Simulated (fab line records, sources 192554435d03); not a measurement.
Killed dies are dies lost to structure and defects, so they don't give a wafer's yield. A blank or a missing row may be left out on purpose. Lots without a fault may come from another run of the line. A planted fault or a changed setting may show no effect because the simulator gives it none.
Chamber matching | flow n5_finfet | N5_BEOL_M0_DEP_125 on pecvd-03: 3 sister chambers
The step deposits SiCN from 3MS/NH3, target thk 8 nm, time 14 s. 3 wafers are shown with their chamber, then 7 later ones without.

WAFERS WITH THEIR CHAMBER
wafer  | chamber | throttle_valve_pct (%)
L086.4 | 0       | 8.9
L087.1 | 2       | 9.3
L087.2 | 1       | 10.0

WAFERS WITHOUT THEIR CHAMBER
wafer  | throttle_valve_pct (%)
L087.3 | 9.1
L093.3 | 8.4
L093.5 | 9.9
L093.6 | 8.4
L095.1 | 10.1
L095.2 | 8.5
L095.4 | 8.4

WHICH CHAMBER EACH WENT THROUGH
wafer  | from the rows above          | in truth
L087.3 | can't be placed: 0 or 2 or 1 | 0
L093.3 | can't be placed: 0 or 2      | 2
L093.5 | can't be placed: 1 or 2      | 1
L093.6 | can't be placed: 0 or 2      | 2
L095.1 | can't be placed: 1 or 2      | 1
L095.2 | can't be placed: 0 or 2      | 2
L095.4 | can't be placed: 0 or 2      | 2
Placed correctly: 0 of 7. Can't be placed from these rows: 7 (the true chamber is among the candidates in 7). Placed wrongly: 0.
How it was worked out, from the rows above alone: a wafer's distance from a chamber is the root of the sum, over the readings, of the square of ((its reading less the chamber's mean) divided by the reading's scatter). The wafer belongs to the nearest chamber; if the next one is less than 2 further off, it can't be placed. A chamber's mean is the mean of its shown wafers. The scatter: with one shown wafer a chamber, the root of the mean of the squares of how far each hidden wafer lies from its nearest shown one.
